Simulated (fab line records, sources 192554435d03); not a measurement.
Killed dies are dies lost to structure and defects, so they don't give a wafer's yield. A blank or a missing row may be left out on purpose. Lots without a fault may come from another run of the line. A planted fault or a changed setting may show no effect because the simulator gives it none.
fab line records | flow n5_finfet
record lots=9 wafers=27 last_day=17
route steps=1938 shown BEOL_M4@1061
lots that met no fault: from a run of the same line without faults
start_h: hours from the record's first day to the start of the lot's first wafer shown | wait_h: hours since the lot's step before | " the same as in the row above | L1.1+2: a row that stands for several wafers | - no value, or no start given | * or withheld: withheld | < > ~ a bound
route shown NAME@n: a module of which the file shows steps, and the number in the route of the first | usual: mean/standard deviation of fault-free wafers | same: alike in all rows | chamber/n: place in a boat | sites: the reading at each site | _std_site: their standard deviation | _edge_site: outer sites' mean less inner sites' | radius_mm: how far each site lies from the wafer's centre | mask NAME#n: copy n | behind: the tool/chamber that last shaped the wafer | hold: why the lot was held/for how many hours/how that ended | device: the transistor (n, p or np) that didn't switch | end of line: the same wafers' tests at the end of the route | a step without rows: its recipe alone | killed: dies lost to structure and defects at the first sort, not the wafer's yield | map: a wafer's dies, x killed, . not, _ none there
set.NAME: the setting as run; set.NAME@STEP: as run at that earlier step | model.NAME: the simulator's own value behind a step, which no gauge read
steps of the route over a sample of lots; a table a step, a row a wafer
services: from which hour (start_h, from the record's first day; less than 0 if before it) a tool's chamber was out of use, for how many hours, and why
## steps
# step N5_BEOL_M4_ETCH_69
# recipe chemistry=CF4 target=SiARC target_depth_a=156 mask_material=CAR-EUV time_s=26 ion_energy_ev=80 pressure_mtorr=40 source_w=545 bias_w=36 Ar_flow_sccm=100 cf4_flow_sccm=100 ends=cleared
# usual drypump_motor_current_A=5.7/0.33 etch_rf_on_time_s=26.0/0.97 oes_product_au=0.66/0.068 rf_vpp_V=184.2/1.1 showerhead_plenum_p_Torr=2.15/0.061 throttle_valve_pct=15.59/0.24
# columns lot.wafer tool chamber start_h wait_h drypump_motor_current_A etch_rf_on_time_s oes_product_au rf_hours_counter_h rf_vpp_V showerhead_plenum_p_Torr throttle_valve_pct
L675.3 rie_diel-01 2 161.44 0.0 5.8 27.8 0.57 236 181.6 2.05 16.16
L675.4 " 3 " " 5.5 26.7 0.71 57 186.0 2.16 15.61
L675.6 " 2 " " 5.8 27.7 0.56 - 183.4 2.05 16.14
L677.1 rie_diel-01 1 185.52 0.0 5.5 26.3 0.63 196 185.1 2.21 15.95
L677.5 " 3 " " 5.5 26.8 0.71 - 184.8 2.15 15.63
L677.6 " 1 " " 5.5 26.5 0.61 - 184.5 2.21 15.96
L680.1 rie_diel-01 1 200.71 0.0 5.6 26.6 0.61 202 184.9 2.21 15.97
L680.2 " 2 " " 5.8 27.1 0.56 251 182.3 2.04 16.17
L680.5 " 2 " " 5.9 27.3 0.56 - 183.2 2.04 16.18
L681.1 rie_diel-06 3 215.27 0.0 6.1 25.7 0.70 115 183.9 2.15 15.47
L681.3 " 0 " " 5.5 27.3 0.69 65 183.8 2.09 15.20
L681.5 " 2 " " 5.7 24.5 0.71 - 184.4 2.17 15.83
L684.1 rie_diel-01 2 220.85 0.0 5.8 26.4 0.83 3 185.6 2.29 15.72
L684.4 " 3 " " 5.5 27.0 0.69 82 185.3 2.15 15.67
L684.5 " 0 " " 5.1 24.8 0.73 - 185.3 2.18 15.50
L691.3 rie_diel-06 3 255.64 0.0 6.0 25.8 0.68 128 183.8 2.15 15.47
L691.4 " 2 " " 5.7 24.2 0.71 115 185.6 2.17 15.87
L691.5 " 0 " " 5.6 26.7 0.67 - 184.4 2.08 15.24
L692.2 rie_diel-01 2 272.03 0.0 5.8 27.0 0.76 21 185.1 2.29 15.76
L692.4 " 1 " " 5.6 26.3 0.60 231 185.3 2.20 16.02
L692.5 " 2 " " 5.9 27.1 0.76 - 186.9 2.29 15.74
L693.1 rie_diel-04 3 283.70 0.0 6.1 26.5 0.64 117 183.0 2.06 15.46
L693.2 " 1 " " 5.4 26.9 0.57 247 182.6 2.12 15.67
L693.4 " 2 " " 5.5 25.0 0.60 - 185.3 2.20 15.51
L695.1 rie_diel-04 0 296.71 0.0 6.2 25.4 0.70 79 184.3 2.16 15.33
L695.2 " 3 " " 6.2 26.2 0.65 120 184.5 2.06 15.46
L695.3 " 1 " " 5.4 26.7 0.57 253 183.2 2.11 15.69
# step N5_BEOL_M4_VIA_ETCH_34
# recipe chemistry=C4F6/O2 target_depth_a=694 mask_material=SOC pressure_mtorr=15 ion_energy_ev=250 taper_deg=4 time_s=65.9 source_w=350 bias_w=170 Ar_flow_sccm=300 C4F6_flow_sccm=10 O2_flow_sccm=10
# usual drypump_motor_current_A=5.7/0.32 oes_product_au=0.79/0.076 rf_vpp_V=667/21 showerhead_plenum_p_Torr=2.86/0.066 throttle_valve_pct=30.8/0.33
# same time_s=65.9
# columns lot.wafer tool chamber start_h wait_h drypump_motor_current_A oes_product_au rf_hours_counter_h rf_vpp_V showerhead_plenum_p_Torr throttle_valve_pct
L675.3 rie_diel-06 2 164.29 0.0 5.7 0.85 79 673 2.89 31.1
L675.4 " 1 " " 5.9 0.67 - 660 2.94 31.2
L675.6 " 3 " " 6.1 0.81 - 638 2.87 30.6
L677.1 rie_diel-01 2 187.18 0.0 5.8 0.66 246 658 2.73 31.5
L677.5 " 3 " " 5.5 0.84 - 685 2.85 30.6
L677.6 " 2 " " 5.9 0.66 - 658 2.73 31.5
L680.1 rie_diel-01 1 209.87 0.0 5.6 0.73 207 684 2.90 31.0
L680.2 " 3 " " 5.5 0.83 77 683 2.84 30.6
L680.5 " 0 " " 5.1 0.86 - 646 2.87 30.4
L681.1 rie_diel-01 3 215.65 0.0 5.5 0.82 80 683 2.84 30.6
L681.3 " 1 " " 5.6 0.73 209 682 2.90 31.0
L681.5 " 1 " " 5.5 0.72 - 683 2.90 31.0
L684.1 rie_diel-04 3 225.81 0.0 6.1 0.77 96 670 2.78 30.8
L684.4 " 0 " " 6.2 0.86 60 690 2.87 30.5
L684.5 " 2 " " 5.4 0.69 - 639 2.93 30.6
L691.3 rie_diel-06 1 259.30 0.0 5.9 0.97 9 658 2.93 31.0
L691.4 " 2 " " 5.7 0.81 116 672 2.88 31.2
L691.5 " 3 " " 6.1 0.79 - 637 2.85 30.6
L692.2 rie_diel-01 1 276.09 0.0 5.6 0.70 232 682 2.89 31.0
L692.4 " 0 " " 5.1 0.82 70 644 2.86 30.4
L692.5 " 2 " " 5.9 0.88 - 669 3.06 31.5
L693.1 rie_diel-06 1 289.55 0.0 5.9 0.95 20 657 2.93 31.0
L693.2 " 0 " " 5.6 0.78 91 710 2.76 30.2
L693.4 " 3 " " 6.0 0.79 140 638 2.85 30.6
L695.1 rie_diel-06 3 301.90 0.0 6.1 0.77 144 639 2.85 30.6
L695.2 " 1 " " 5.9 0.92 24 657 2.92 31.0
L695.3 " 0 " " 5.6 0.77 95 709 2.75 30.3
# step N5_BEOL_M4_STRIP_97
# recipe chemistry=N2/H2 time_s=10 power_w=450 temp_c=40 pressure_mtorr=20 rf_frequency_hz=6e+07 bias_power_w=7 n2_flow_sccm=200 h2_flow_sccm=200
# usual drypump_motor_current_A=5.7/0.32 oes_product_au=0.79/0.075 rf_vpp_V=59.1/0.86 showerhead_plenum_p_Torr=2.56/0.07 throttle_valve_pct=23.6/0.3
# same time_s=10
# columns lot.wafer tool chamber start_h wait_h drypump_motor_current_A oes_product_au rf_hours_counter_h rf_vpp_V showerhead_plenum_p_Torr throttle_valve_pct
L675.3 rie_diel-06 2 - - 5.7 0.84 79 59.8 2.55 23.6
L675.4 " 1 " " 5.9 0.68 - 59.0 2.60 23.7
L675.6 " 3 " " 6.1 0.83 - 58.6 2.56 23.3
L677.1 rie_diel-01 2 - - 5.8 0.68 246 59.3 2.40 24.1
L677.5 " 3 " " 5.5 0.85 - 59.0 2.57 23.8
L677.6 " 2 " " 5.8 0.67 - 57.9 2.40 24.1
L680.1 rie_diel-01 1 - - 5.6 0.73 207 59.7 2.64 24.4
L680.2 " 3 " " 5.5 0.83 78 59.2 2.57 23.8
L680.5 " 0 " " 5.1 0.85 - 58.7 2.62 23.8
L681.1 rie_diel-01 3 - - 5.5 0.83 80 60.4 2.57 23.8
L681.3 " 1 " " 5.6 0.73 209 59.5 2.64 24.4
L681.5 " 1 " " 5.6 0.73 - 60.2 2.64 24.4
L684.1 rie_diel-04 3 - - 6.1 0.79 96 59.0 2.44 23.3
L684.4 " 0 " " 6.2 0.87 60 59.4 2.59 23.7
L684.5 " 2 " " 5.5 0.70 - 58.6 2.63 23.5
L691.3 rie_diel-06 1 - - 5.9 0.97 9 59.7 2.59 23.3
L691.4 " 2 " " 5.7 0.80 116 59.3 2.53 23.7
L691.5 " 3 " " 6.0 0.79 - 59.2 2.54 23.4
L692.2 rie_diel-01 1 - - 5.6 0.72 232 59.9 2.63 24.4
L692.4 " 0 " " 5.1 0.82 70 60.5 2.61 23.9
L692.5 " 2 " " 5.9 0.90 - 60.7 2.71 23.9
L693.1 rie_diel-06 1 - - 6.0 0.94 20 59.1 2.58 23.4
L693.2 " 0 " " 5.5 0.78 91 58.7 2.49 23.7
L693.4 " 3 " " 6.1 0.79 140 60.8 2.54 23.4
L695.1 rie_diel-06 3 - - 6.1 0.78 144 59.7 2.54 23.4
L695.2 " 1 " " 5.9 0.91 24 60.2 2.58 23.4
L695.3 " 0 " " 5.6 0.77 95 58.1 2.48 23.7
# step N5_BEOL_M4_ALD_84
# recipe material=TaN target_thk_a=* temp_c=275 ald_precursor_family=PDMAT ald_co_reactant=NH3 pressure_torr=3 carrier_flow_sccm=1500 pulse_time_s=2 purge_time_s=3 co_reactant_purge_time_s=2 co_reactant_pulse_time_s=3 ald_cycles=30 precursor_vessel_temp_c=75 precursor_vessel_pressure_torr=26.25 precursor_vessel_carrier_sccm=1000
# usual co_reactant_pulse_time_s=3/0 heater_power_w=420/47
# columns lot.wafer tool chamber start_h wait_h co_reactant_pulse_time_s heater_power_w
L675.3 ald_metal-01 1 165.04 0.0 3 390
L675.4 " 2 " " 3 432
L675.6 " 3 " " 3 467
L677.1 ald_metal-01 2 188.10 0.1 3 436
L677.5 " 3 " " 3 500
L677.6 " 2 " " 3 450
L680.1 ald_metal-02 3 210.82 0.1 3 324
L680.2 " 2 " " 3 435
L680.5 " 2 " " 3 430
L681.1 ald_metal-01 0 216.22 0.0 3 408
L681.3 " 2 " " 3.2272 453
L681.5 " 0 " " 3 408
L684.1 ald_metal-01 0 227.15 0.0 3 405
L684.4 " 1 " " 3.2272 389
L684.5 " 3 " " 3 496
L691.3 ald_metal-02 0 259.90 0.1 3 388
L691.4 " 3 " " 3 326
L691.5 " 1 " " 3 433
L692.2 ald_metal-03 2 277.64 0.0 3 418
L692.4 " 0 " " 3 408
L692.5 " 0 " " 3 414
L693.1 ald_metal-02 0 290.13 0.0 3 379
L693.2 " 1 " " 3 424
L693.4 " 2 " " 3 430
L695.1 ald_metal-02 1 302.66 0.1 3 426
L695.2 " 0 " " 3 375
L695.3 " 2 " " 3 439
# step N5_BEOL_M4_RC_MEAS_101
# usual DIBL_N=36.0/2.2 DIBL_P=35.9/2.6 IOFF_N=0.16/0.038 IOFF_P=0.21/0.042 ION_N=675/15 ION_P=463/10 SS_N=71.5/0.62 SS_P=73.2/0.76 VT_N=250/4.1 VT_P=-251/3.6
# columns lot.wafer tool chamber start_h wait_h DIBL_N[mV/V] DIBL_P[mV/V] IOFF_N[nA/um] IOFF_P[nA/um] ION_N[uA/um] ION_P[uA/um] SS_N[mV/dec] SS_P[mV/dec] VT_N[mV] VT_P[mV]
L675.3 prober-02 0 168.92 0.3 36.3 37.2 0.17 0.21 675 458 72.3 73.5 249 -252
L675.4 " 0 " " 35.1 36.8 0.15 0.19 662 454 71.6 73.3 251 -252
L675.6 " 0 " " 32.8 34.1 0.12 0.16 672 463 70.7 72.1 253 -255
L677.1 prober-01 0 192.73 0.0 32.4 31.1 0.10 0.14 662 457 71.0 72.7 259 -258
L677.5 " 0 " " 32.1 31.3 0.10 0.14 648 454 70.5 72.4 260 -257
L677.6 " 0 " " 34.7 33.8 0.13 0.18 674 465 71.4 74.1 255 -251
L680.1 prober-01 0 214.28 0.0 36.5 35.6 0.15 0.20 672 462 71.5 73.3 249 -249
L680.2 " 0 " " 34.2 34.0 0.13 0.19 682 473 70.9 72.4 253 -250
L680.5 " 0 " " 35.0 34.3 0.13 0.19 673 465 70.7 72.6 251 -249
L681.1 prober-01 0 219.77 0.0 35.3 34.6 0.13 0.17 673 464 70.8 72.6 251 -255
L681.3 " 0 " " 37.6 36.8 0.16 0.20 662 450 71.5 74.0 252 -254
L681.5 " 0 " " 39.0 39.5 0.21 0.24 684 464 72.3 74.1 246 -252
L684.1 prober-01 0 230.50 0.0 38.5 36.9 0.16 0.26 684 475 71.2 73.7 248 -247
L684.4 " 0 " " 32.9 30.5 0.09 0.17 639 447 70.3 72.9 257 -250
L684.5 " 0 " " 37.7 36.0 0.16 0.25 674 474 71.4 73.6 248 -245
L691.3 prober-02 0 264.25 0.3 38.2 34.2 0.15 0.19 658 452 71.8 73.3 253 -253
L691.4 " 0 " " 38.3 37.3 0.17 0.23 691 473 71.6 73.5 245 -251
L691.5 " 0 " " 37.3 36.2 0.16 0.22 687 474 71.0 73.4 248 -249
L692.2 prober-02 0 281.27 0.2 38.6 39.0 0.18 0.23 675 464 71.9 73.4 249 -250
L692.4 " 0 " " 39.9 42.4 0.22 0.29 696 482 72.1 73.9 245 -248
L692.5 " 0 " " 38.5 39.0 0.20 0.25 689 472 71.6 73.0 246 -250
L693.1 prober-02 0 293.57 0.0 38.0 39.0 0.20 0.25 685 465 72.1 74.5 248 -251
L693.2 " 0 " " 34.9 35.5 0.15 0.19 689 469 71.6 73.0 250 -250
L693.4 " 0 " " 34.1 34.3 0.13 0.18 664 458 71.3 73.1 253 -254
L695.1 prober-01 0 306.25 0.0 37.4 40.0 0.21 0.26 678 458 71.8 74.5 242 -250
L695.2 " 0 " " 33.0 33.5 0.14 0.17 679 467 71.5 72.5 249 -254
L695.3 " 0 " " 37.6 40.5 0.22 0.25 692 470 72.9 74.6 244 -249
## services
# columns tool chamber start_h hours kind
rie_diel-06 0 155.65 13.1 repair
rie_diel-01 1 173.91 5.0 repair
ald_metal-01 - 178.55 0.7 repair
rie_diel-06 1 187.11 16.2 repair
ald_metal-02 1 187.77 24.8 repair
rie_diel-01 2 201.16 - clean
rie_diel-01 2 201.16 - consumable_replace:focus_ring
rie_diel-01 2 201.16 - consumable_replace:showerhead
rie_diel-01 2 201.16 13.0 scheduled_down
rie_diel-01 2 201.16 13.0 vent_cycle
rie_diel-04 1 204.77 9.1 repair
ald_metal-02 - 230.37 2.8 pm
rie_diel-06 3 242.09 1.5 repair
rie_diel-06 0 242.48 1.3 repair
ald_metal-02 0 265.38 2.8 repair
ald_metal-03 - 268.61 2.8 pm
rie_diel-04 0 276.72 15.8 repair
rie_diel-04 3 290.02 5.1 repair
rie_diel-04 2 293.54 9.1 repair
## key
first_sign step=N5_BEOL_M4_ALD_84 reading=co_reactant_pulse_time_s direction=up sigmas=99+ usual=* struck=*
effect none on later readings
met_at N5_BEOL_M4_ALD_84
struck_lots L681,L684
struck_wafers L681.3,L684.4
not_acting_at N5_BEOL_M4_ETCH_69,N5_BEOL_M4_VIA_ETCH_34,N5_BEOL_M4_STRIP_97
onset_between 188.10 216.22
fault kind=process_parameter_drift tool=ald_metal-01 chamber=- onset_h=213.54 steps=N5_BEOL_M4_ALD_84 channel=co_reactant_pulse_time_s offset=* shape=step end_h=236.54 scope=struck_wafers_only acts_in=* stated=*
